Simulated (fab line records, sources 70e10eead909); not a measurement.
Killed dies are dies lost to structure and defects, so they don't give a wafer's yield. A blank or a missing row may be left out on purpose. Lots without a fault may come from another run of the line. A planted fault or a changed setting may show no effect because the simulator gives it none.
fab line records | flow nand_harc
record lots=7 wafers=21 last_day=23
route steps=1159 shown A_WL_FILL@831 A_CONTACT@840 END@1159
lots that met no fault: from a run of the same line without faults
start_h: hours from the record's first day to the start of the lot's first wafer shown | wait_h: hours since the lot's step before | " the same as in the row above | L1.1+2: a row that stands for several wafers | - no value, or no start given | * or withheld: withheld | < > ~ a bound
route shown NAME@n: a module of which the file shows steps, and the number in the route of the first | usual: mean/standard deviation of fault-free wafers | same: alike in all rows | chamber/n: place in a boat | sites: the reading at each site | _std_site: their standard deviation | _edge_site: outer sites' mean less inner sites' | radius_mm: how far each site lies from the wafer's centre | mask NAME#n: copy n | behind: the tool/chamber that last shaped the wafer | hold: why the lot was held/for how many hours/how that ended | device: the transistor (n, p or np) that didn't switch | end of line: the same wafers' tests at the end of the route | a step without rows: its recipe alone | killed: dies lost to structure and defects at the first sort, not the wafer's yield | map: a wafer's dies, x killed, . not, _ none there
set.NAME: the setting as run; set.NAME@STEP: as run at that earlier step | model.NAME: the simulator's own value behind a step, which no gauge read
lots at some steps of the route; a table a step, a row a wafer
services: from which hour (start_h, from the record's first day; less than 0 if before it) a tool's chamber was out of use, for how many hours, and why
## steps
# step NHARC_A_WL_FILL_SRD_14
# step NHARC_A_WL_FILL_ALD_19
# recipe target_thk_a=20 pulse_time_s=3 ald_cycles=100 temp_c=450 material=TiN
# step NHARC_A_WL_FILL_CVD_20
# recipe target_thk_a=750 temp_c=300 pressure_torr=40 wf6_flow_sccm=40 h2_flow_sccm=1600 ar_flow_sccm=1560 time_s=5064 material=W
# usual heater_power_w=508/45 susceptor_temp_C=300.02/0.19 throttle_valve_pct=8.27/0.28
# columns lot.wafer tool chamber start_h wait_h heater_power_w susceptor_temp_C throttle_valve_pct
L745.1 cvd_w-02 0 - - 482 300.08 8.60
L745.3 " 0 " " 480 299.75 8.61
L745.6 " 0 " " 473 300.04 8.69
L746.4 cvd_w-02 1 - - 517 299.88 8.41
L746.3 " 0 " " 479 300.36 8.52
L746.6 " 1 " " 533 300.08 8.47
L753.4 cvd_w-01 1 - - 544 300.06 8.01
L753.5 " 1 " " 563 300.24 8.03
L753.6 " 0 " " 469 299.93 8.24
L754.4 cvd_w-01 0 - - 468 - 8.17
L754.5 " 0 " " 466 - 8.42
L754.6 " 1 " " 569 - 7.99
L760.1 cvd_w-01 1 - - 567 300.15 7.94
L760.5 " 0 " " 455 300.12 8.11
L760.6 " 1 " " 567 300.33 7.81
L759.4 cvd_w-02 0 - - 471 299.83 8.92
L759.3 " 1 " " 545 300.04 8.34
L759.6 " 1 " " 536 300.08 8.25
L761.4 cvd_w-01 0 - - 448 300.18 8.28
L761.3 " 1 " " 561 299.93 8.02
L761.5 " 0 " " 463 300.46 8.62
# step NHARC_A_WL_FILL_CMP_12
# recipe t_overpolish_s=30 target_thk_nm=75
# step NHARC_A_WL_FILL_SRD_31
# step NHARC_A_WL_FILL_INSPECT_15
# usual raw_defect_count=405/120
# columns lot.wafer tool chamber start_h wait_h raw_defect_count
L745.1 defect_inspect-01 - 358.61 0.0 427
L745.3 " - " " 582
L745.6 " - " " 393
L746.3 defect_inspect-02 - 377.78 0.0 785
L746.4 " - " " 216
L746.6 " - " " 404
L753.4 defect_inspect-01 - 403.65 0.0 327
L753.5 " - " " 295
L753.6 " - " " 239
L754.4 defect_inspect-01 - 422.50 0.0 308
L754.5 " - " " 286
L754.6 " - " " 304
L760.1 defect_inspect-02 - 443.39 0.0 419
L760.5 " - " " 385
L760.6 " - " " 500
L759.3 defect_inspect-02 - 453.56 0.0 419
L759.4 " - " " 400
L759.6 " - " " 417
L761.3 defect_inspect-02 - 466.93 0.0 316
L761.4 " - " " 326
L761.5 " - " " 289
# step NHARC_A_CONTACT_DEP_24
# recipe target_thk_a=5000 temp_c=400 pressure_torr=6.5 rf_w=900 teos_flow_sccm=161.4 flow_sccm=2650 target_thk_nm=500 gas=O2 material=SiO2
# step NHARC_A_CONTACT_DEP_28
# recipe target_thk_a=36000 temp_c=400 material=aC
# step NHARC_A_CONTACT_DEP_29
# recipe target_thk_a=700 target_thk_nm=70 temp_c=400 pressure_torr=3.5 flow_sccm=200 rf_w=350 material=SiON
# usual heater_power_w=797/120 susceptor_temp_C=400.01/0.21
# columns lot.wafer tool chamber start_h wait_h heater_power_w susceptor_temp_C
L745.3 pecvd-04 0 364.00 1.1 877 400.59
L745.1 " 1 " " 806 400.18
L745.6 " 1 " " 804 399.77
L746.3 pecvd-01 1 382.54 1.2 671 399.91
L746.4 " 2 " " 743 399.96
L746.6 " 1 " " 693 400.30
L753.5 pecvd-04 2 407.04 0.5 703 399.97
L753.4 " 0 " " 741 400.13
L753.6 " 1 " " 807 400.19
L754.5 pecvd-02 1 426.22 0.7 794 399.88
L754.4 " 2 " " 678 399.91
L754.6 " 0 " " 884 400.02
L760.1 pecvd-01 1 448.08 2.0 670 399.61
L760.6 " 0 " " 1023 400.31
L760.5 " 1 " " 673 400.07
L759.4 pecvd-01 0 457.15 0.8 897 399.80
L759.3 " 1 " " 636 400.09
L759.6 " 1 " " 634 399.89
L761.4 pecvd-01 0 469.92 0.8 992 399.87
L761.3 " 1 " " 629 399.85
L761.5 " 1 " " 627 399.74
# step NHARC_A_CONTACT_DEHYDRATE_32
# recipe temp_c=150 time_s=120
# step NHARC_A_CONTACT_HMDS_33
# recipe time_s=30
# step NHARC_A_CONTACT_COAT_34
# recipe temp_c=260 time_s=75
# step NHARC_A_CONTACT_COAT_35
# recipe temp_c=225 time_s=65
# step NHARC_A_CONTACT_COAT_36
# recipe spin_rpm=1500 resist_thk_nm=90
# step NHARC_A_CONTACT_SOFTBAKE_37
# recipe temp_c=105 time_s=55
# step NHARC_A_CONTACT_EBR_38
# step NHARC_A_CONTACT_EXPOSE_39
# recipe na=1.35 sigma_outer=0.8 dose_mj=58.79 mask_id=A_CC_3
# step NHARC_A_CONTACT_PEB_40
# recipe peb_temp_c=100 peb_time_s=65
# step NHARC_A_CONTACT_DEVELOP_41
# recipe develop_time_s=35 dev_temp_c=23
# step NHARC_A_CONTACT_CD_MEAS_42
# recipe target_cd_nm=200 landing_energy_ev=500
# usual cd_nm=200.0/0.72
# columns lot.wafer tool chamber start_h wait_h cd_nm
L745.1 cd_sem-02 0 364.69 - 200.3
L745.3 " 0 " " 199.8
L745.6 " 0 " " 199.3
L746.3 cd_sem-03 0 383.21 - 198.6
L746.4 " 0 " " 200.3
L746.6 " 0 " " 199.4
L753.4 cd_sem-03 0 407.68 - 199.6
L753.5 " 0 " " 199.7
L753.6 " 0 " " 200.0
L754.4 cd_sem-02 0 426.86 - 199.4
L754.5 " 0 " " 200.7
L754.6 " 0 " " 199.9
L760.1 cd_sem-02 0 448.75 - 199.7
L760.5 " 0 " " 201.0
L760.6 " 0 " " 199.7
L759.3 cd_sem-03 0 457.88 - 200.4
L759.4 " 0 " " 199.4
L759.6 " 0 " " 200.1
L761.3 cd_sem-03 0 470.52 - 199.6
L761.4 " 0 " " 200.5
L761.5 " 0 " " 200.2
# step NHARC_A_CONTACT_OVL_MEAS_43
# usual overlay_x_nm=0.1/0.7 overlay_y_nm=0.0/0.78
# columns lot.wafer tool chamber start_h wait_h overlay_x_nm overlay_y_nm
L745.1 overlay-01 - 364.78 - 0.5 -0.2
L745.3 " - " " 0.3 -0.9
L745.6 " - " " 1.0 0.3
L746.3 overlay-01 - 383.29 - 1.3 1.8
L746.4 " - " " 0.6 1.6
L746.6 " - " " 1.0 1.4
L753.4 overlay-02 - 407.77 - -0.7 0.3
L753.5 " - " " -0.3 0.2
L753.6 " - " " -0.5 0.0
L754.4 overlay-01 - 426.95 - 0.1 -0.4
L754.5 " - " " 1.4 -0.6
L754.6 " - " " 1.0 -0.4
L760.1 overlay-01 - 448.84 - -0.9 0.7
L760.5 " - " " -1.2 0.4
L760.6 " - " " -1.0 0.6
L759.3 overlay-02 - 457.97 - -0.9 -0.6
L759.4 " - " " -0.6 -1.0
L759.6 " - " " -0.8 -1.2
L761.3 overlay-02 - 470.60 - 0.6 0.8
L761.4 " - " " 0.4 1.0
L761.5 " - " " 1.0 1.2
# step NHARC_A_CONTACT_INSPECT_44
# usual raw_defect_count=24/12
# columns lot.wafer tool chamber start_h wait_h raw_defect_count
L745.1 defect_inspect-01 - 364.82 0.0 20
L745.3 " - " " 16
L745.6 " - " " 32
L746.3 defect_inspect-02 - 383.33 0.0 26
L746.4 " - " " 19
L746.6 " - " " 23
L753.4 defect_inspect-01 - 407.81 0.0 36
L753.5 " - " " 32
L753.6 " - " " 32
L754.4 defect_inspect-02 - 426.98 0.0 32
L754.5 " - " " 27
L754.6 " - " " 22
L760.1 defect_inspect-02 - 448.88 0.0 36
L760.5 " - " " 36
L760.6 " - " " 39
L759.3 defect_inspect-02 - 458.02 0.1 30
L759.4 " - " " 20
L759.6 " - " " 36
L761.3 defect_inspect-01 - 470.64 0.0 12
L761.4 " - " " 14
L761.5 " - " " 10
# step NHARC_A_CONTACT_DESCUM_47
# recipe time_s=3 o2_flow_sccm=200 ar_flow_sccm=0 bias_power_w=0 chemistry=O2
# step NHARC_A_CONTACT_ETCH_48
# recipe target_depth_a=390 over_etch_frac=0.3 time_s=65 ion_energy_ev=80 cf4_flow_sccm=150 ar_flow_sccm=0 rf_w=300 bias_w=100 chemistry=CF4
# step NHARC_A_CONTACT_ETCH_49
# recipe target_depth_a=2600 over_etch_frac=0.3 time_s=475.3 ion_energy_ev=200 n2_flow_sccm=150 h2_flow_sccm=150 ar_flow_sccm=0 rf_w=400 bias_w=150 chemistry=N2/H2
# step NHARC_A_CONTACT_ETCH_50
# recipe target_depth_a=847 time_s=42.4 cf4_flow_sccm=100 chf3_flow_sccm=30 ar_flow_sccm=0 rf_w=500 bias_w=200 chemistry=CF4/CHF3
# step NHARC_A_CONTACT_ETCH_51
# recipe target_depth_a=36000 over_etch_frac=0.3 time_s=936 ion_energy_ev=150 o2_flow_sccm=400 cos_flow_sccm=20 ar_flow_sccm=0 rf_w=500 bias_w=300 chemistry=O2/COS
# step NHARC_A_CONTACT_ETCH_111
# recipe source_w=withheld pressure_mtorr=20 bias_v=withheld time_s=140 target_depth_a=7000 ar_flow_sccm=withheld c4f8_flow_sccm=withheld o2_flow_sccm=withheld chemistry=C4F8/O2/Ar
# step NHARC_A_CONTACT_ETCH_112
# recipe source_w=withheld pressure_mtorr=20 bias_v=3000 time_s=94 target_depth_a=9220 ar_flow_sccm=withheld c4f8_flow_sccm=withheld o2_flow_sccm=withheld chemistry=C4F8/O2/Ar
# usual oes_air_line_au=1.003/0.019
# columns lot.wafer tool chamber start_h wait_h oes_air_line_au rf_hours_counter_h
L745.1 har_cap_etch-03 1 366.33 0.2 1.000 78
L745.3 " 0 " " 0.998 -
L745.6 " 1 " " 1.006 -
L746.4 har_cap_etch-03 1 384.90 0.1 1.013 -
L746.3 " 0 " " 1.024 -
L746.6 " 1 " " 0.996 -
L753.4 har_cap_etch-03 0 409.35 0.1 1.016 -
L753.5 " 0 " " 1.000 -
L753.6 " 1 " " 1.041 -
L754.4 har_cap_etch-03 1 428.53 0.1 1.025 -
L754.5 " 1 " " 0.969 -
L754.6 " 0 " " 1.005 -
L760.1 har_cap_etch-03 1 450.46 0.2 0.997 97
L760.6 " 1 " " 1.027 -
L760.5 " 0 " " 0.994 -
L759.3 har_cap_etch-01 0 459.61 0.1 0.988 -
L759.4 " 1 " " 1.006 -
L759.6 " 0 " " 1.004 -
L761.3 har_cap_etch-02 1 472.18 0.1 0.973 -
L761.4 " 0 " " 1.001 -
L761.5 " 1 " " 0.998 -
# step NHARC_A_CONTACT_ETCH_113
# recipe source_w=withheld pressure_mtorr=20 bias_v=3000 time_s=94 target_depth_a=9220 ar_flow_sccm=withheld c4f8_flow_sccm=withheld o2_flow_sccm=withheld chemistry=C4F8/O2/Ar
# step NHARC_A_CONTACT_ETCH_114
# recipe source_w=withheld pressure_mtorr=20 bias_v=3000 time_s=94 target_depth_a=9220 ar_flow_sccm=withheld c4f8_flow_sccm=withheld o2_flow_sccm=withheld chemistry=C4F8/O2/Ar
# step NHARC_A_CONTACT_ETCH_115
# recipe source_w=withheld pressure_mtorr=20 bias_v=3000 time_s=94 target_depth_a=9220 ar_flow_sccm=withheld c4f8_flow_sccm=withheld o2_flow_sccm=withheld chemistry=C4F8/O2/Ar
# step NHARC_A_CONTACT_ETCH_116
# recipe source_w=withheld pressure_mtorr=20 bias_v=3000 time_s=94 target_depth_a=9220 ar_flow_sccm=withheld c4f8_flow_sccm=withheld o2_flow_sccm=withheld chemistry=C4F8/O2/Ar
# usual oes_air_line_au=0.995/0.021
# columns lot.wafer tool chamber start_h wait_h oes_air_line_au rf_hours_counter_h
L745.1 har_cap_etch-03 1 366.70 0.1 0.992 79
L745.3 " 0 " " 0.987 -
L745.6 " 1 " " 0.984 -
L746.4 har_cap_etch-03 1 385.26 0.1 1.014 -
L746.3 " 0 " " 1.026 -
L746.6 " 1 " " 1.010 -
L753.4 har_cap_etch-03 0 409.72 0.1 0.970 -
L753.5 " 0 " " 0.951 -
L753.6 " 1 " " 0.997 -
L754.4 har_cap_etch-03 1 428.89 0.1 1.017 -
L754.5 " 1 " " 1.008 -
L754.6 " 0 " " 0.995 -
L760.1 har_cap_etch-03 1 450.82 0.1 0.996 97
L760.6 " 1 " " 0.996 -
L760.5 " 0 " " 0.972 -
L759.3 har_cap_etch-01 0 459.97 0.1 0.988 -
L759.4 " 1 " " 0.959 -
L759.6 " 0 " " 1.017 -
L761.3 har_cap_etch-02 1 472.54 0.1 0.989 -
L761.4 " 0 " " 0.998 -
L761.5 " 1 " " 0.998 -
# step NHARC_A_CONTACT_ETCH_117
# recipe source_w=withheld pressure_mtorr=20 bias_v=3000 time_s=94 target_depth_a=9220 ar_flow_sccm=withheld c4f8_flow_sccm=withheld o2_flow_sccm=withheld chemistry=C4F8/O2/Ar
# step NHARC_A_CONTACT_ETCH_118
# recipe source_w=withheld pressure_mtorr=20 bias_v=3000 time_s=94 target_depth_a=9220 ar_flow_sccm=withheld c4f8_flow_sccm=withheld o2_flow_sccm=withheld chemistry=C4F8/O2/Ar
# step NHARC_A_CONTACT_ETCH_119
# recipe source_w=withheld pressure_mtorr=20 bias_v=3000 time_s=94 target_depth_a=9220 ar_flow_sccm=withheld c4f8_flow_sccm=withheld o2_flow_sccm=withheld chemistry=C4F8/O2/Ar
# usual oes_air_line_au=0.999/0.018
# columns lot.wafer tool chamber start_h wait_h oes_air_line_au rf_hours_counter_h
L745.1 har_cap_etch-03 1 366.97 0.1 0.994 79
L745.3 " 0 " " 0.989 -
L745.6 " 1 " " 1.009 -
L746.4 har_cap_etch-03 1 385.53 0.1 1.010 -
L746.3 " 0 " " 0.980 -
L746.6 " 1 " " 0.984 -
L753.4 har_cap_etch-03 0 409.99 0.1 0.994 -
L753.5 " 0 " " 0.975 -
L753.6 " 1 " " 1.002 -
L754.4 har_cap_etch-03 1 429.17 0.1 1.013 -
L754.5 " 1 " " 0.983 -
L754.6 " 0 " " 0.982 -
L760.1 har_cap_etch-03 1 451.10 0.1 1.002 97
L760.6 " 1 " " 0.977 -
L760.5 " 0 " " 0.985 -
L759.3 har_cap_etch-01 0 460.24 0.1 1.006 -
L759.4 " 1 " " 0.998 -
L759.6 " 0 " " 1.006 -
L761.3 har_cap_etch-02 1 472.81 0.1 1.020 -
L761.4 " 0 " " 0.997 -
L761.5 " 1 " " 1.034 -
# step NHARC_A_CONTACT_ETCH_120
# recipe source_w=withheld pressure_mtorr=20 bias_v=3000 time_s=94 target_depth_a=9220 ar_flow_sccm=withheld c4f8_flow_sccm=withheld o2_flow_sccm=withheld chemistry=C4F8/O2/Ar
# step NHARC_A_CONTACT_ETCH_121
# recipe source_w=withheld pressure_mtorr=20 bias_v=3000 time_s=94 target_depth_a=9220 ar_flow_sccm=withheld c4f8_flow_sccm=withheld o2_flow_sccm=withheld chemistry=C4F8/O2/Ar
# usual oes_air_line_au=1.000/0.022
# columns lot.wafer tool chamber start_h wait_h oes_air_line_au rf_hours_counter_h
L745.1 har_cap_etch-03 1 367.15 0.1 1.026 79
L745.3 " 0 " " 1.006 -
L745.6 " 1 " " 0.982 -
L746.4 har_cap_etch-03 1 385.71 0.1 1.009 -
L746.3 " 0 " " 1.006 -
L746.6 " 1 " " 1.026 -
L753.4 har_cap_etch-03 0 410.17 0.1 1.017 -
L753.5 " 0 " " 0.999 -
L753.6 " 1 " " 0.946 -
L754.4 har_cap_etch-03 1 429.35 0.1 1.009 -
L754.5 " 1 " " 1.005 -
L754.6 " 0 " " 1.008 -
L760.1 har_cap_etch-03 1 451.28 0.1 0.976 97
L760.6 " 1 " " 1.008 -
L760.5 " 0 " " 0.993 -
L759.3 har_cap_etch-01 0 460.42 0.1 1.016 -
L759.4 " 1 " " 0.976 -
L759.6 " 0 " " 1.026 -
L761.3 har_cap_etch-02 1 472.99 0.1 1.014 -
L761.4 " 0 " " 1.003 -
L761.5 " 1 " " 0.987 -
# step NHARC_END_SORT_01
# recipe temp_c=25
# usual killed_at_array=27/10 killed_at_other=0.6/0.83 killed_at_periphery=2.4/1.8 killed_dies=30/10 killed_open=3.3/1.7 killed_short=1.8/1.4
# same gross_dies=677
# columns lot.wafer tool chamber start_h wait_h killed_at_array killed_at_other killed_at_periphery killed_dies killed_open killed_short
L760.1 prober-01 0 522.15 2.5 226 0 2 228 2 6
L760.5 prober-01 0 525.35 3.7 212 0 4 216 7 2
L760.6 prober-01 0 526.15 4.0 82 0 1 83 2 2
L759.3 prober-02 0 523.75 3.1 150 0 1 151 4 2
L759.4 prober-02 0 524.56 3.4 54 0 1 55 4 0
L759.6 prober-02 0 526.17 4.0 172 0 5 177 4 3
L761.3 prober-01 0 545.54 3.1 163 1 4 168 3 2
L761.4 prober-01 0 546.34 3.4 110 1 2 113 3 4
L761.5 prober-01 0 547.14 3.7 241 1 2 244 5 2
# killed by level:class
L760.1 A_CONTACT:area_dep=190 A_SLIT:chamber_film_flake=17 A_CHANNEL_HOLE_D1:chamber_film_flake=5 A_STAIRCASE:chamber_film_flake=4 A_WL_FILL:geometric_particle:short=2 A_SGD_CUT:chamber_film_flake=2 P_STI:geometric_particle:short=1 A_CHANNEL_FILL_D1:geometric_particle:open=1
L759.3 A_CONTACT:area_dep=117 A_CHANNEL_HOLE_D1:chamber_film_flake=22 A_STAIRCASE:chamber_film_flake=3 A_WL_FILL:geometric_particle:open=2 A_CONTACT:chamber_film_flake=2 P_CONTACT:geometric_particle:open=1 A_ONON_D1:geometric_particle:short=1 A_WL_FILL:geometric_particle:short=1
L759.4 A_CONTACT:area_dep=33 A_CHANNEL_HOLE_D1:chamber_film_flake=13 A_CONTACT:geometric_particle:open=2 A_STAIRCASE:chamber_film_flake=2 A_WL_FILL:geometric_particle:open=1 A_M0:geometric_particle:open=1 P_STI:chamber_film_flake=1 A_CONTACT:chamber_film_flake=1
L760.5 A_CONTACT:area_dep=170 A_SLIT:chamber_film_flake=18 A_STAIRCASE:chamber_film_flake=7 A_SGD_CUT:chamber_film_flake=6 A_CHANNEL_HOLE_D1:chamber_film_flake=3 A_CONTACT:chamber_film_flake=3 P_CONTACT:geometric_particle:open=2 P_STI:geometric_particle:open=1
L760.6 A_CONTACT:area_dep=46 A_SLIT:chamber_film_flake=16 A_CHANNEL_HOLE_D1:chamber_film_flake=7 A_STAIRCASE:chamber_film_flake=4 A_CONTACT:chamber_film_flake=3 A_CHANNEL_FILL_D1:geometric_particle:short=1 A_CONTACT:geometric_particle:open=1 A_M0:geometric_particle:short=1
L759.6 A_CONTACT:area_dep=138 A_CHANNEL_HOLE_D1:chamber_film_flake=22 A_STAIRCASE:chamber_film_flake=6 A_CONTACT:geometric_particle:open=2 P_STI:chamber_film_flake=2 P_STI:geometric_particle:short=1 P_M0:geometric_particle:open=1 A_WL_FILL:geometric_particle:open=1
L761.3 A_CONTACT:area_dep=146 A_STAIRCASE:chamber_film_flake=4 A_BLC:chamber_film_flake=4 A_CHANNEL_HOLE_D1:chamber_film_flake=3 A_CHANNEL_FILL_D1:geometric_particle:short=2 P_STI:chamber_film_flake=2 A_CONTACT:chamber_film_flake=2 P_M0:geometric_particle:open=1
L761.4 A_CONTACT:area_dep=83 A_CHANNEL_HOLE_D1:chamber_film_flake=8 A_BLC:chamber_film_flake=8 A_STAIRCASE:chamber_film_flake=4 P_GATE:geometric_particle:short=1 P_GATE:geometric_particle:open=1 A_ONON_D1:geometric_particle:open=1 A_CHANNEL_HOLE_D1:geometric_particle:short=1
L761.5 A_CONTACT:area_dep=221 A_CHANNEL_HOLE_D1:chamber_film_flake=5 A_STAIRCASE:chamber_film_flake=4 A_BLC:chamber_film_flake=3 A_CONTACT:geometric_particle:open=2 A_CONTACT:chamber_film_flake=2 P_M0:geometric_particle:open=1 P_M0:geometric_particle:short=1
# map L759.6 (x killed, . not)
____________.____________
_________......._________
_______..........._______
______.....x.......______
_____.........x....._____
____.................____
____.x..x.x..........____
___....x.x......x.....___
___....x...x....x.....___
__......x.x...x.x......__
__........xx...x.......__
_.....xx..xxx..xx.xx...._
_......xx..xx..xxxxx...._
_.........xx.xx..x......_
_.....xx..xxx.xx.xx.x..._
_......xx...xxxxx.x....._
........xx.x.x.xxx.......
......x.x.xx.xxxx.x......
..x...xx..x.xxxxx..x.....
......xxxxxxxxxxxx..x....
........x..x..xxxx.......
_.....xxxxxx.x...xxx...._
_x........xx.x.xxx..x..._
_...x...xxxxxx.x........_
_....x..xxx..x.xxx....x._
_......x..xxx...x.x..x.._
__..x..x..x.x...x.x....__
__......xxxxx.xx.......__
___.....xxxx.x..x.....___
___......xxx...x...x..___
____...x..x..........____
____x.....xx.x.......____
_____...x..........._____
______.............______
_______..........._______
_________......._________
____________.____________
# map L760.1 (x killed, . not)
____________.____________
_________......x_________
_______.......x..x_______
______........x.xx.______
_____......x..x....x_____
____...x.......xxx...____
____.....x...x..xx.x.____
___x.....x......xxx...___
___........xx.x.xxx...___
__......x..xx.xx..x....__
__...x..x.x.xxx........__
_....x....xxx.xxxxx....._
_.......x..xxxxxxx.x...._
_......xxxxxxxxxx.x....._
_......xxxxxxxxxx......._
_....xxx.xxxxxxxxx...x.._
....x..xxxxxxxxxx..x.....
......x..xxx.x...xx......
..x..xx.xxxxxx.xx.xx.....
x....xxxxx.xxxxxxx.x.....
...x..xxxxxxxxxxxxx......
_.......xxxxxx.xxx......_
_...x.xxxx.xxxxx.x.x...._
_.......xxxx.xx.x....x.._
_....xx.xxxxxxxx....x..._
_...x.x.xxxxxx.x....x..._
__x....xxxx..x..xx.....__
__....x....x..x.xx.....__
___.....x..xx.xxx.....___
___..........x........___
____......x.x........____
____.....xx..........____
_____..............._____
______.............______
_______..........._______
_________......x_________
____________.____________
## services
# columns tool chamber start_h hours kind
pecvd-02 - 334.19 13.0 pm
pecvd-02 0 334.19 13.0 vent_cycle
pecvd-04 - 376.00 13.0 pm
pecvd-04 0 376.00 13.0 vent_cycle
pecvd-04 1 376.00 13.0 vent_cycle
pecvd-04 2 376.00 13.0 vent_cycle
pecvd-04 0 389.00 - clean
pecvd-04 1 389.00 - clean
pecvd-04 2 389.00 - clean
cvd_w-02 - 393.90 13.0 pm
cvd_w-02 0 393.90 13.0 vent_cycle
cvd_w-02 1 393.90 13.0 vent_cycle
cvd_w-02 0 406.90 - clean
cvd_w-02 1 406.90 - clean
pecvd-01 - 418.31 13.0 pm
pecvd-01 0 418.31 13.0 vent_cycle
pecvd-01 1 418.31 13.0 vent_cycle
pecvd-01 2 418.31 13.0 vent_cycle
pecvd-01 0 431.31 - clean
pecvd-01 1 431.31 - clean
pecvd-01 2 431.31 - clean
pecvd-01 2 448.75 27.5 repair
pecvd-01 - 465.07 0.5 repair
pecvd-01 1 472.46 1.8 repair
## key
first_sign step=NHARC_END_SORT_01 reading=killed_at_array direction=up sigmas=13 usual=27 struck=157
effect step=NHARC_END_SORT_01 reading=killed_dies direction=up sigmas=13 usual=30 struck=159
more_kills_born_at NHARC_A_CONTACT_DEP_29@pecvd-01=1144
met_at NHARC_A_CONTACT_DEP_29
struck_wafers L759.3,L759.4,L759.6,L760.1,L760.5,L760.6,L761.3,L761.4,L761.5
tester_left_out L759,L760,L761
onset_between 382.54 448.08
also_fits time
fault kind=process_parameter_drift tool=pecvd-01 chamber=- onset_h=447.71 steps=NHARC_A_CONTACT_DEP_29 channel=flow_sccm offset=* shape=step end_h=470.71 acts_in=* stated=*
# tester_left_out: of these lots the tester's yield and bins aren't shown, on N5 and GAA mostly nor the transistor test; their killed dies are dies lost to structure and defects alone, not to doping, threshold or leakage, so they don't give the yield
